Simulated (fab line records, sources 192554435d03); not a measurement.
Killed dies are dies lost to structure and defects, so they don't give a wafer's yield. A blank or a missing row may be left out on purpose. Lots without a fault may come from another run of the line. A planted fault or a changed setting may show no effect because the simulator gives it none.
fab line records | flow n5_finfet
record lots=5 wafers=12 last_day=15
route steps=1938 shown BEOL_M0_SAQP@644 BEOL_M4@1111
lots that met no fault: from a run of the same line without faults
start_h: hours from the record's first day to the start of the lot's first wafer shown | wait_h: hours since the lot's step before | " the same as in the row above | L1.1+2: a row that stands for several wafers | - no value, or no start given | * or withheld: withheld | < > ~ a bound
route shown NAME@n: a module of which the file shows steps, and the number in the route of the first | usual: mean/standard deviation of fault-free wafers | same: alike in all rows | chamber/n: place in a boat | sites: the reading at each site | _std_site: their standard deviation | _edge_site: outer sites' mean less inner sites' | radius_mm: how far each site lies from the wafer's centre | mask NAME#n: copy n | behind: the tool/chamber that last shaped the wafer | hold: why the lot was held/for how many hours/how that ended | device: the transistor (n, p or np) that didn't switch | end of line: the same wafers' tests at the end of the route | a step without rows: its recipe alone | killed: dies lost to structure and defects at the first sort, not the wafer's yield | map: a wafer's dies, x killed, . not, _ none there
set.NAME: the setting as run; set.NAME@STEP: as run at that earlier step | model.NAME: the simulator's own value behind a step, which no gauge read
lots at some steps of the route; a table a step, a row a wafer
services: from which hour (start_h, from the record's first day; less than 0 if before it) a tool's chamber was out of use, for how many hours, and why
## steps
# step N5_BEOL_M0_SAQP_EBR_10
# recipe solvent=PGMEA ebr_width_mm=1.5
# step N5_BEOL_M0_SAQP_SOFTBAKE_09
# recipe temp_c=110 time_s=60 resist=CAR-ArF
# step N5_BEOL_M0_SAQP_EXPOSE_11
# recipe mask_id=M0_CORE na=1.35 source_shape=dipole sigma_inner=0.538 sigma_outer=0.738 polarization=te target_cd_nm=42 dose_mj=55
# step N5_BEOL_M0_SAQP_PEB_12
# recipe peb_temp_c=withheld peb_time_s=60 resist=CAR-ArF
# step N5_BEOL_M0_SAQP_DEVELOP_13
# recipe develop_time_s=30 developer=TMAH resist=CAR-ArF dev_temp_c=23 rinse_liquid=diw dry=air_spin
# step N5_BEOL_M0_SAQP_DESCUM_19
# recipe chemistry=O2 time_s=7.9 source_power_w=50 bias_power_w=20 pressure_mtorr=20 rf_frequency_hz=2.712e+07 temp_c=40 resist=CAR-ArF o2_flow_sccm=225
# step N5_BEOL_M0_SAQP_ETCH_83
# recipe chemistry=CF4 target=SiARC target_depth_a=390 mask_material=CAR-ArF time_s=65 ion_energy_ev=80 pressure_mtorr=40 source_w=545 bias_w=36 Ar_flow_sccm=100 cf4_flow_sccm=100 ends=cleared
# step N5_BEOL_M0_SAQP_ETCH_84
# recipe chemistry=N2/H2 target=SOC target_depth_a=1000 overetch_a=200 mask_material=SiARC temp_c=40 time_s=150 ion_energy_ev=200 pressure_mtorr=30 source_w=840 bias_w=150 n2_flow_sccm=200 h2_flow_sccm=200
# step N5_BEOL_M0_SAQP_STRIP_80
# recipe chemistry=N2/H2 temp_c=40 n2_flow_sccm=200 h2_flow_sccm=200 rf_frequency_hz=6e+07
# step N5_BEOL_M0_SAQP_HM_OPEN_112
# recipe chemistry=CHF3/O2 target=SiO2 stop_on=a-Si target_depth_a=120 over_etch_frac=1.25 mask_material=SOC time_s=13.5 pressure_mtorr=30 source_w=650 bias_w=170 Ar_flow_sccm=200 CHF3_flow_sccm=50 O2_flow_sccm=5 ion_energy_ev=200 ends=end_point
# usual drypump_motor_current_A=5.9/0.43 oes_o_777_au=0.78/0.096 oes_product_au=0.52/0.059 over_etch_frac=1.25/0 rf_vpp_V=531/15 showerhead_plenum_p_Torr=2.42/0.073 throttle_valve_pct=18.83/0.24
# columns lot.wafer tool chamber start_h wait_h drypump_motor_current_A oes_o_777_au oes_product_au over_etch_frac rf_hours_counter_h rf_vpp_V showerhead_plenum_p_Torr throttle_valve_pct model.SiARC_of_BEOL_M0_SAQP_COAT_82.thk_nm model.SOC_of_BEOL_M0_SAQP_COAT_81.thk_nm model.a-Si_of_BEOL_M0_SAQP_PECVD_04.thk_nm
L305.3 rie_diel-03 3 115.20 0.0 5.7 0.68 0.47 1.25 192 534 2.49 19.01 6.4 100 59.2
L305.4 " 2 " " 6.6 0.68 0.45 1.25 244 542 2.47 19.05 6 99.8 60.2
L305.6 " 0 " " 6.2 0.68 0.45 1.25 - 544 2.36 18.71 5 100.2 60.6
L312.1 rie_diel-03 0 153.60 0.0 6.2 0.67 0.44 1.25 250 542 2.36 18.74 4.6 100.2 59.4
L312.5 " 3 " " 5.7 0.68 0.40 2.2723 - 532 2.49 19.02 0 97.6 58.2
L314.1 rie_diel-03 1 166.71 0.0 5.7 0.72 0.49 1.25 171 513 2.31 19.16 5 100.2 59
L314.5 " 1 " " 5.7 0.72 0.43 2.2723 - 512 2.31 19.15 0 96.8 57.8
L316.3 rie_diel-03 1 186.84 0.0 5.7 0.72 0.43 2.2723 177 514 2.31 19.14 0 96.8 57
L316.5 " 1 " " 5.7 0.71 0.42 2.2723 - 512 2.31 19.13 0 97.2 56.4
L317.3 rie_diel-02 0 197.55 0.0 6.3 0.69 0.45 1.25 218 518 2.49 18.70 6 100 59.4
L317.5 " 0 " " 6.3 0.69 0.45 1.25 - 519 2.49 18.73 6 100 60.6
L317.6 " 1 " " 6.6 0.80 0.52 1.25 - 564 2.42 18.57 4.8 99.8 60.2
# step N5_BEOL_M0_SAQP_STRIP_113
# recipe chemistry=CHF3/O2 resist=SiARC rf_frequency_hz=6e+07
# step N5_BEOL_M0_SAQP_MANDREL_ETCH_20
# recipe target_depth_a=600 chemistry=HBr/Cl2 target=a-Si stop_on=SiNx bt_time_s=10 mask_material=SOC over_etch_frac=0.5 time_s=30 pressure_mtorr=10 icp_w=800 bias_w=75 HBr_flow_sccm=150 Cl2_flow_sccm=80 ends=end_point
# usual drypump_motor_current_A=5.7/0.38 oes_product_au=0.776/0.016 throttle_valve_pct=35.5/0.35
# columns lot.wafer tool chamber start_h wait_h drypump_motor_current_A oes_product_au rf_hours_counter_h throttle_valve_pct model.SOC_of_BEOL_M0_SAQP_COAT_81.thk_nm model.etch.depth_nm
L305.3 rie_si-02 0 115.28 0.0 5.4 0.782 36 36.1 76.2 59.17
L305.4 " 1 " " 5.7 0.764 59 35.8 76.2 60.23
L305.6 " 3 " " 5.4 0.780 - 34.8 76.8 60.61
L312.1 rie_si-02 1 153.69 0.0 5.7 0.763 59 35.8 76 59.39
L312.5 " 3 " " 5.4 0.770 - 34.8 74 58.18
L314.1 rie_si-05 0 166.79 0.0 5.9 0.768 52 35.3 76 59
L314.5 " 1 " " 5.5 0.769 - 35.9 72.8 57.84
L316.3 rie_si-04 1 186.92 0.0 6.6 0.772 160 35.5 73 56.91
L316.5 " 3 " " 5.8 0.739 - 35.8 73.6 56.38
L317.3 rie_si-04 2 197.63 0.0 6.0 0.770 1 35.1 75.4 59.34
L317.5 " 2 " " 6.0 0.786 - 35.0 75.4 60.62
L317.6 " 3 " " 5.8 0.777 - 35.8 76.4 60.18
# step N5_BEOL_M0_SAQP_STRIP_86
# recipe chemistry=N2/H2 power_w=500 temp_c=40 pressure_mtorr=50 rf_frequency_hz=6e+07 overash_fraction=0.3 bias_power_w=28 h2_frac=0.5 n2_flow_sccm=300 h2_flow_sccm=300
# step N5_BEOL_M0_SAQP_STRIP_115
# recipe chemistry=post_etch_residue_remover time_s=60 temp_c=25 remover_ph=withheld remover_water_wt_pct=withheld remover_fluoride_wt_pct=withheld
# step N5_BEOL_M0_SAQP_SRD_93
# recipe dry=ipa_marangoni time_s=30 temp_c=23 rinse_liquid=diw
# step N5_BEOL_M0_SAQP_RECESS_114
# recipe chemistry=HF/NH3 target=SiO2 target_depth_a=144 afs_cycles=3 temp_c=30 sublimation_temp_c=180 sublimation_time_s=60
# step N5_BEOL_M0_SAQP_SPACER1_ALD_98
# recipe material=SiO2 target_thk_a=128 temp_c=300 ald_precursor_family=BDEAS ald_co_reactant=O2-plasma pulse_time_s=1 purge_time_s=2 co_reactant_purge_time_s=2 ald_cycles=138 pressure_torr=2
# step N5_BEOL_M0_SAQP_SPACER1_ETCHBACK_99
# recipe chemistry=CHF3/O2 mode=anisotropic_etchback target=SiO2 target_depth_a=154 time_s=7.7 pressure_mtorr=30 source_w=650 bias_w=170 Ar_flow_sccm=200 CHF3_flow_sccm=50 O2_flow_sccm=5 ion_energy_ev=200
# usual drypump_motor_current_A=6.0/0.46 oes_o_777_au=0.79/0.098 oes_product_au=0.79/0.1 rf_vpp_V=531/17 showerhead_plenum_p_Torr=2.41/0.068 throttle_valve_pct=18.85/0.27
# columns lot.wafer tool chamber start_h wait_h drypump_motor_current_A oes_o_777_au oes_product_au rf_hours_counter_h rf_vpp_V showerhead_plenum_p_Torr throttle_valve_pct model.a-Si_of_BEOL_M0_SAQP_PECVD_04.thk_nm
L305.3 rie_diel-03 1 117.62 0.3 5.6 0.73 0.76 153 512 2.32 19.19 58.6
L305.4 " 0 " " 6.2 0.68 0.69 238 542 2.36 18.79 59.6
L305.6 " 2 " " 6.6 0.66 0.67 - 545 2.47 19.10 60
L312.1 rie_diel-06 1 155.71 0.3 5.5 0.97 1.01 2 530 2.37 18.67 58.8
L312.5 " 0 " " 6.1 0.86 0.85 - 515 2.45 19.11 57.6
L314.1 rie_diel-06 3 167.93 0.3 5.4 0.87 0.89 32 537 2.56 18.65 58.4
L314.5 " 1 " " 5.5 0.95 0.98 - 530 2.37 18.69 57.2
L316.3 rie_diel-02 3 188.51 0.3 5.3 0.86 0.85 54 506 2.34 18.67 56.2
L316.5 " 1 " " 6.7 0.79 0.81 - 565 2.42 18.64 55.8
L317.3 rie_diel-02 2 199.12 0.3 6.2 0.98 0.98 2 536 2.37 18.81 58.8
L317.5 " 0 " " 6.3 0.69 0.68 - 518 2.49 18.77 60
L317.6 " 1 " " 6.6 0.79 0.79 - 562 2.42 18.63 59.6
# step N5_BEOL_M0_SAQP_MANDREL1_REMOVE_100
# recipe chemistry=HBr/Cl2/O2 bt_time_s=10 target=a-Si stop_on=SiNx endpoint=OES-SiCl over_etch_frac=0.85 icp_w=600 bias_w=30 HBr_flow_sccm=150 Cl2_flow_sccm=80 O2_flow_sccm=5 pressure_mtorr=10
# step N5_BEOL_M4_RC_MEAS_101
# usual DIBL_N=36.1/2 DIBL_P=36.3/2.4 IOFF_N=0.15/0.035 IOFF_P=0.21/0.039 ION_N=672/15 ION_P=463/9.7 SS_N=71.5/0.7 SS_P=73.2/0.75 VT_N=251/3.6 VT_P=-250/3.8
# columns lot.wafer tool chamber start_h wait_h DIBL_N[mV/V] DIBL_P[mV/V] IOFF_N[nA/um] IOFF_P[nA/um] ION_N[uA/um] ION_P[uA/um] SS_N[mV/dec] SS_P[mV/dec] VT_N[mV] VT_P[mV]
L305.3 prober-02 0 174.31 0.3 39.6 41.2 0.22 0.26 684 458 72.4 74.3 246 -251
L305.4 " 0 " " 35.8 36.8 0.16 0.20 679 460 71.4 73.7 250 -252
L305.6 " 0 " " 38.1 39.2 0.19 0.23 681 458 72.1 73.5 247 -251
L312.1 prober-02 0 214.54 0.2 34.1 33.7 0.12 0.15 684 466 70.5 72.0 253 -255
L312.5 " 0 " " 34.7 34.8 0.11 0.16 654 455 71.4 73.0 255 -255
L314.1 prober-01 0 221.28 0.0 37.0 37.9 0.14 0.19 662 449 71.8 73.5 252 -252
L314.5 " 0 " " 37.1 36.8 0.15 0.18 660 443 72.5 73.1 253 -254
L316.3 prober-01 0 246.33 0.3 37.6 37.9 0.19 0.24 694 479 72.0 73.2 244 -249
L316.5 " 0 " " 37.9 37.2 0.19 0.24 712 479 71.9 72.9 248 -249
L317.3 prober-01 0 252.73 0.3 37.6 38.2 0.20 0.26 683 467 71.0 74.0 246 -246
L317.5 " 0 " " 35.7 35.8 0.15 0.22 678 473 70.3 73.6 251 -250
L317.6 " 0 " " 34.6 34.8 0.14 0.20 672 464 69.9 73.4 250 -248
## services
# columns tool chamber start_h hours kind
rie_diel-06 1 129.08 - clean
rie_diel-06 1 129.08 - consumable_replace:focus_ring
rie_diel-06 1 129.08 22.8 scheduled_down
rie_diel-06 1 129.08 22.8 vent_cycle
rie_si-04 2 135.68 - clean
rie_si-04 2 135.68 13.9 scheduled_down
rie_si-04 2 135.68 13.9 vent_cycle
rie_diel-03 2 135.89 - clean
rie_diel-03 2 135.89 - consumable_replace:focus_ring
rie_diel-03 2 135.89 17.7 scheduled_down
rie_diel-03 2 135.89 17.7 vent_cycle
rie_diel-02 - 142.37 0.3 repair
rie_diel-03 0 154.19 - clean
rie_diel-03 0 154.19 - consumable_replace:focus_ring
rie_diel-03 0 154.19 17.6 scheduled_down
rie_diel-03 0 154.19 17.6 vent_cycle
rie_diel-02 2 172.46 - clean
rie_diel-02 2 172.46 - consumable_replace:focus_ring
rie_diel-02 2 172.46 20.7 scheduled_down
rie_diel-02 2 172.46 20.7 vent_cycle
rie_si-02 - 172.83 2.8 pm
rie_si-04 0 181.61 7.6 repair
## key
first_sign step=N5_BEOL_M0_SAQP_HM_OPEN_112 reading=over_etch_frac direction=up sigmas=99+ usual=1.25 struck=2.2723
effect none on later readings
model_effect step=N5_BEOL_M0_SAQP_HM_OPEN_112 value=SiARC_of_BEOL_M0_SAQP_COAT_82.thk_nm without=5.3 struck=0
model_effect step=N5_BEOL_M0_SAQP_MANDREL_ETCH_20 value=SOC_of_BEOL_M0_SAQP_COAT_81.thk_nm without=76.45 struck=73.35
model_effect step=N5_BEOL_M0_SAQP_SPACER1_ETCHBACK_99 value=a-Si_of_BEOL_M0_SAQP_PECVD_04.thk_nm without=59.1 struck=56.7
met_at N5_BEOL_M0_SAQP_HM_OPEN_112
struck_wafers L312.5,L314.5,L316.3,L316.5
baseline_loss step=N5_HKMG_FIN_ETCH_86 wafers=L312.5
onset_between 115.20 153.60
fault kind=process_parameter_drift tool=rie_diel-03 chamber=- onset_h=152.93 steps=N5_BEOL_M0_SAQP_HM_OPEN_112 channel=over_etch_frac offset=1.0223 shape=step end_h=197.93 scope=struck_wafers_only acts_in=these_recipes_only stated=1.25
# baseline_loss: these wafers lose ten dies or more at that step, a loss of the line's own and not of a fault; the sort's usual values leave them out
